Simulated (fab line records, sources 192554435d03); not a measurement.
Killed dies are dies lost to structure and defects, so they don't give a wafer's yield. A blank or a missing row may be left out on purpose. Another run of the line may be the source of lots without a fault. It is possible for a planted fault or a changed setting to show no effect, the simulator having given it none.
Split-lot study    flow n5 finfet    on a route of 1938 steps: 7 lots, 21 wafers read

ABOUT THE SPLIT
At N5_SDB_ALD_29 (deposits SiNx, target thk 30 nm, pulse time 1 s, ald cycles 600), the setting ald cycles was moved away from the recipe's 600 on 8 of the 21 wafers read, by +4.5% to +13.2%. For the rest of the wafers, this setting stayed at what the recipe calls for.

The reading is taken at the split's own step.

THE READING
SiNx_of_SDB_ALD_29.thk nm (the simulator's own value, which no gauge read), in nm, at N5_SDB_ALD_29 (deposits SiNx, target thk 30 nm, pulse time 1 s, ald cycles 600). The file does not state a usual value for it. Across the 13 wafers here that went through the recipe, the average is 30.0 nm and the standard deviation 0.18 nm.

wafer   tool, chamber at the split  ald cycles as run  against the recipe  SiNx_of_SDB_ALD_29.thk nm, nm  against lot-mates on the recipe
L077.1  ald sin-01, 1,2             600                recipe              30                             -
L077.2  ald sin-01, 1,2             600                recipe              30                             -
L077.5  ald sin-01, 2               600                recipe              30.2                           -
L078.1  ald sin-02, 3               642                +7.0%               32.2                           +2.0
L078.5  ald sin-02, 3               600                recipe              30.2                           -
L078.6  ald sin-02, 0               642                +7.0%               32.4                           +2.2
L081.3  ald sin-03, 0               600                recipe              30                             -
L081.4  ald sin-03, 0               600                recipe              30                             -
L081.5  ald sin-03, 3               600                recipe              29.8                           -
L083.1  ald sin-02, 2               679                +13.2%              33.8                           +4.0
L083.3  ald sin-02, 1               600                recipe              29.8                           -
L083.4  ald sin-02, 3               679                +13.2%              34                             +4.2
L087.2  ald sin-03, 3               600                recipe              29.8                           -
L087.3  ald sin-03, 1               658                +9.7%               32.8                           +3.0
L087.4  ald sin-03, 0               658                +9.7%               33                             +3.2
L091.3  ald sin-03, 0               600                recipe              29.8                           -
L091.4  ald sin-03, 2,0             627                +4.5%               31.2                           +1.4
L091.6  ald sin-03, 2,0             627                +4.5%               31.2                           +1.4
L096.2  ald sin-02, 3,1             600                recipe              30                             -
L096.5  ald sin-02, 3,1             600                recipe              30                             -
L096.3  ald sin-02, 0               600                recipe              30.4                           -
Rows listing several chambers each stand for several wafers; the file does not say which wafer went through which chamber.

THE FIT
A straight line over all 21 wafers: SiNx_of_SDB_ALD_29.thk nm changes by +0.3 nm for each +1% of ald cycles; r = +0.99; the points scatter about the line by 0.18 nm.
The same after taking each lot's own level away (the mean of its wafers on the recipe; 21 wafers): +0.313 nm for each +1%; r = +1.00; scatter 0.11 nm.
The reading moves by 4.1 nm for the largest change in ald cycles, on that fit.
The lots' own levels span 29.80 to 30.20 nm, that is 2.3 times the standard deviation above.
The two slopes are in agreement: the lot-to-lot level therefore moves the slope only a little.
Check: with one of the wafers moved furthest among these (+13.2%) left out of the fit, the line predicts +4.15 nm for it against its lot-mates. Against them it came out at +4 nm.

OTHER SPLITS APPLIED TO THESE WAFERS
Other splits were also applied to these wafers ahead of the reading. Each is held against what the fit with the lots' levels taken away leaves over:
other split on the same wafers  wafers away from the commonest value  r with SiNx_of_SDB_ALD_29.thk nm (lot level and that fit taken away)
N5_SD_ACTIVATION_LSA_01 temp c  5                                     +0.21

THE FILE'S OWN FIT
SiNx_of_SDB_ALD_29.thk nm changes by +0.312 nm for each +1% of ald cycles, r = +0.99.
